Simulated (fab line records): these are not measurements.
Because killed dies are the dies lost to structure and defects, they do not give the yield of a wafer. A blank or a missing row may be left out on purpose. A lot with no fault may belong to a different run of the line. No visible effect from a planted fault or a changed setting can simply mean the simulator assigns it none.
Which tool is to blame? / flow nand-harc / Sampling: 15 lots, 43 wafers, 5 of 1159 route steps

== WHAT THE GAUGES SHOWED, per wafer ==
NHARC_A_SOURCE_PLATE_THK_MEAS_06: measures by ellipsometry. Usual: thk-nm reads 200.1 nm (standard deviation 2.1).
lot=L338; measured=day 8 03:08; on=film-metro-02; thk-nm (nm)=200.0 202.3 201.9; flag=
lot=L336; measured=day 8 03:08; on=film-metro-01; thk-nm (nm)=202.5 203.3 204.6; flag=
lot=L337; measured=day 8 07:00; on=film-metro-02; thk-nm (nm)=199.2 198.0 198.1; flag=
lot=L340; measured=day 8 12:32; on=film-metro-02; thk-nm (nm)=200.0 198.1 199.6; flag=
lot=L341; measured=day 8 12:32; on=film-metro-01; thk-nm (nm)=203.2 201.2 200.1; flag=
lot=L343; measured=day 9 10:53; on=film-metro-02; thk-nm (nm)=200.9 201.3 198.8; flag=
lot=L342; measured=day 9 10:53; on=film-metro-01; thk-nm (nm)=198.4 198.6 197.4; flag=
lot=L348; measured=day 11 09:10; on=film-metro-01; thk-nm (nm)=201.2 201.9; flag=
lot=L349; measured=day 11 14:26; on=film-metro-01; thk-nm (nm)=200.8 199.7; flag=
lot=L353; measured=day 11 21:02; on=film-metro-01; thk-nm (nm)=201.6 200.4 201.4; flag=
lot=L351; measured=day 11 21:02; on=film-metro-01; thk-nm (nm)=198.2 198.5 197.1; flag=
lot=L352; measured=day 11 21:02; on=film-metro-02; thk-nm (nm)=202.9 202.7 201.7; flag=
lot=L354; measured=day 12 06:12; on=film-metro-02; thk-nm (nm)=199.6 200.0 200.0; flag=
lot=L355; measured=day 12 14:58; on=film-metro-01; thk-nm (nm)=202.8 201.0 204.0; flag=
lot=L357; measured=day 12 20:35; on=film-metro-02; thk-nm (nm)=200.3 202.0 201.5; flag=

NHARC_A_ONON_D1_THK_MEAS_08: measures by ellipsometry. Usual: thk-nm reads 999 nm (standard deviation 8.4).
lot=L338; measured=day 8 04:56; on=film-metro-01; thk-nm (nm)=993 994 995; flag=
lot=L336; measured=day 8 04:56; on=film-metro-02; thk-nm (nm)=997 998 998; flag=
lot=L337; measured=day 8 08:49; on=film-metro-01; thk-nm (nm)=994 995 995; flag=
lot=L340; measured=day 8 14:18; on=film-metro-01; thk-nm (nm)=1001 1002 1002; flag=
lot=L341; measured=day 8 14:35; on=film-metro-02; thk-nm (nm)=989 991 991; flag=
lot=L343; measured=day 9 12:40; on=film-metro-01; thk-nm (nm)=1001 1000 1001; flag=
lot=L342; measured=day 9 12:40; on=film-metro-02; thk-nm (nm)=993 995 994; flag=
lot=L348; measured=day 11 10:58; on=film-metro-01; thk-nm (nm)=999 999; flag=
lot=L349; measured=day 11 16:12; on=film-metro-02; thk-nm (nm)=1004 1004; flag=
lot=L353; measured=day 11 22:56; on=film-metro-02; thk-nm (nm)=1002 1002 1001; flag=
lot=L351; measured=day 11 22:50; on=film-metro-02; thk-nm (nm)=987 987 990; flag=
lot=L352; measured=day 11 22:56; on=film-metro-01; thk-nm (nm)=1004 1002 1004; flag=
lot=L354; measured=day 12 08:01; on=film-metro-01; thk-nm (nm)=1007 1007 1006; flag=
lot=L355; measured=day 12 16:47; on=film-metro-02; thk-nm (nm)=987 987 988; flag=
lot=L357; measured=day 12 22:21; on=film-metro-01; thk-nm (nm)=1006 1004 1005; flag=

NHARC_A_ONON_D1_THK_MEAS_21: measures by ellipsometry. Usual: thk-nm reads 998 nm (standard deviation 8.2).
lot=L338; measured=day 8 14:05; on=film-metro-02; thk-nm (nm)=1008 1003 1006; flag=
lot=L336; measured=day 8 13:52; on=film-metro-02; thk-nm (nm)=995 994 994; flag=
lot=L337; measured=day 8 17:33; on=film-metro-02; thk-nm (nm)=995 997 996; flag=
lot=L340; measured=day 9 01:12; on=film-metro-01; thk-nm (nm)=986 986 984; flag=
lot=L341; measured=day 9 01:14; on=film-metro-02; thk-nm (nm)=1008 1008 1008; flag=
lot=L343; measured=day 9 22:25; on=film-metro-01; thk-nm (nm)=996 995 995; flag=
lot=L342; measured=day 9 22:26; on=film-metro-01; thk-nm (nm)=1002 1003 1001; flag=
lot=L348; measured=day 11 19:44; on=film-metro-02; thk-nm (nm)=911 910; flag=OFF
lot=L349; measured=day 12 00:59; on=film-metro-02; thk-nm (nm)=905 992; flag=OFF
lot=L353; measured=day 12 10:24; on=film-metro-02; thk-nm (nm)=991 991 992; flag=
lot=L351; measured=day 12 10:24; on=film-metro-02; thk-nm (nm)=1000 914 1001; flag=OFF
lot=L352; measured=day 12 10:24; on=film-metro-01; thk-nm (nm)=987 988 988; flag=
lot=L354; measured=day 12 18:02; on=film-metro-01; thk-nm (nm)=1002 1002 1002; flag=
lot=L355; measured=day 13 03:24; on=film-metro-02; thk-nm (nm)=1006 1005 1006; flag=
lot=L357; measured=day 13 07:10; on=film-metro-01; thk-nm (nm)=1002 1000 1000; flag=

NHARC_A_CHANNEL_HOLE_D1_CD_MEAS_10 targets a cd of 100 nm. Usual: cd-nm reads 100.2 nm (standard deviation 0.6).
lot=L338; measured=day 8 21:23; on=cd-sem-02; cd-nm (nm)=100.8 100.4 100.5; flag=
lot=L336; measured=day 8 20:32; on=cd-sem-01; cd-nm (nm)=100.3 101.5 100.7; flag=
lot=L337; measured=day 8 22:34; on=cd-sem-03; cd-nm (nm)=100.1 100.1 99.4; flag=
lot=L340; measured=day 9 06:02; on=cd-sem-02; cd-nm (nm)=99.1 100.4 100.1; flag=
lot=L341; measured=day 9 06:30; on=cd-sem-01; cd-nm (nm)=99.4 99.9 99.4; flag=
lot=L343; measured=day 10 03:34; on=cd-sem-01; cd-nm (nm)=100.3 100.9 101.4; flag=
lot=L342; measured=day 10 04:55; on=cd-sem-02; cd-nm (nm)=100.6 101.3 101.4; flag=
lot=L349; measured=day 12 07:04; on=cd-sem-02; cd-nm (nm)=100.0; flag=
lot=L353; measured=day 12 17:28; on=cd-sem-02; cd-nm (nm)=100.4 100.9 100.9; flag=
lot=L351; measured=day 12 16:46; on=cd-sem-02; cd-nm (nm)=100.0 100.1; flag=
lot=L352; measured=day 12 17:52; on=cd-sem-03; cd-nm (nm)=100.6 100.6 99.8; flag=
lot=L354; measured=day 13 00:35; on=cd-sem-02; cd-nm (nm)=100.0 100.3 99.7; flag=
lot=L355; measured=day 13 08:36; on=cd-sem-01; cd-nm (nm)=100.5 100.6 100.8; flag=
lot=L357; measured=day 13 12:29; on=cd-sem-01; cd-nm (nm)=100.7 100.4 99.6; flag=

== EACH LOT AND THE TOOL THAT RAN IT (in order: tool; ch and the chambers of the sampled wafers; start) ==
lot=L338; NHARC_A_ONON_D1_DEP_19=pecvd-onon-02 ch 0, day 8 13:35
lot=L336; NHARC_A_ONON_D1_DEP_19=pecvd-onon-03 ch 0, day 8 13:22
lot=L337; NHARC_A_ONON_D1_DEP_19=pecvd-onon-02 ch 0, day 8 17:02
lot=L340; NHARC_A_ONON_D1_DEP_19=pecvd-onon-03 ch 0, day 9 00:41
lot=L341; NHARC_A_ONON_D1_DEP_19=pecvd-onon-04 ch 0, day 9 00:46
lot=L343; NHARC_A_ONON_D1_DEP_19=pecvd-onon-02 ch 0, day 9 21:54
lot=L342; NHARC_A_ONON_D1_DEP_19=pecvd-onon-04 ch 0, day 9 21:58
lot=L348; NHARC_A_ONON_D1_DEP_19=pecvd-onon-04 ch 0, day 11 19:16
lot=L349; NHARC_A_ONON_D1_DEP_19=pecvd-onon-04 ch 0, day 12 00:32
lot=L353; NHARC_A_ONON_D1_DEP_19=pecvd-onon-03 ch 0, day 12 09:53
lot=L351; NHARC_A_ONON_D1_DEP_19=pecvd-onon-04 ch 0, day 12 09:53
lot=L352; NHARC_A_ONON_D1_DEP_19=pecvd-onon-02 ch 0, day 12 09:57
lot=L354; NHARC_A_ONON_D1_DEP_19=pecvd-onon-03 ch 0, day 12 17:35
lot=L355; NHARC_A_ONON_D1_DEP_19=pecvd-onon-03 ch 0, day 13 02:53
lot=L357; NHARC_A_ONON_D1_DEP_19=pecvd-onon-03 ch 0, day 13 06:40
- NHARC_A_ONON_D1_DEP_19: target thk 1000 nm.

== AS READ BY THE TOOLS THEMSELVES (means over the sampled wafers that have a number; for cases with no such wafer, the mark the record gives instead) ==
The record holds no such reading with a usual standard deviation.

== THE ANSWER, worked out from the rows above alone ==
Rule: take the mean of a lot's wafers that have a number; if it is more than 3 standard deviations from the usual mean, the lot is off. A lot without any number at a reading at which 4 lots or more have one is off too. Where the step has rows for the other lots, those lots are counted as sound. After the gauges, taken in route order, come the tools' own readings; for these a lot's mean is taken, as printed above. At the first step where some lot is off, the reading lying furthest off is the one used; lots without a number count as furthest.
Off, at NHARC_A_ONON_D1_THK_MEAS_21 on thk-nm: L348, L349, L351.
If a tool, at a process step before that reading, ran all the lots that are off and no sound lot after the first of them, it fits. The gauges at NHARC_A_ONON_D1_THK_MEAS_21 are tried like those tools. One fits: pecvd-onon-04 at NHARC_A_ONON_D1_DEP_19. Its last sound lot is L342 (day 9 21:58), its first lot that is off L348 (day 11 19:16): a fault that began between those two fits.

== WHAT THE SIMULATOR HAD PUT IN ==
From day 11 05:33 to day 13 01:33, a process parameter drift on pecvd-onon-04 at NHARC_A_ONON_D1_DEP_19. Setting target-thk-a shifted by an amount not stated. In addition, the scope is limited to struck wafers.
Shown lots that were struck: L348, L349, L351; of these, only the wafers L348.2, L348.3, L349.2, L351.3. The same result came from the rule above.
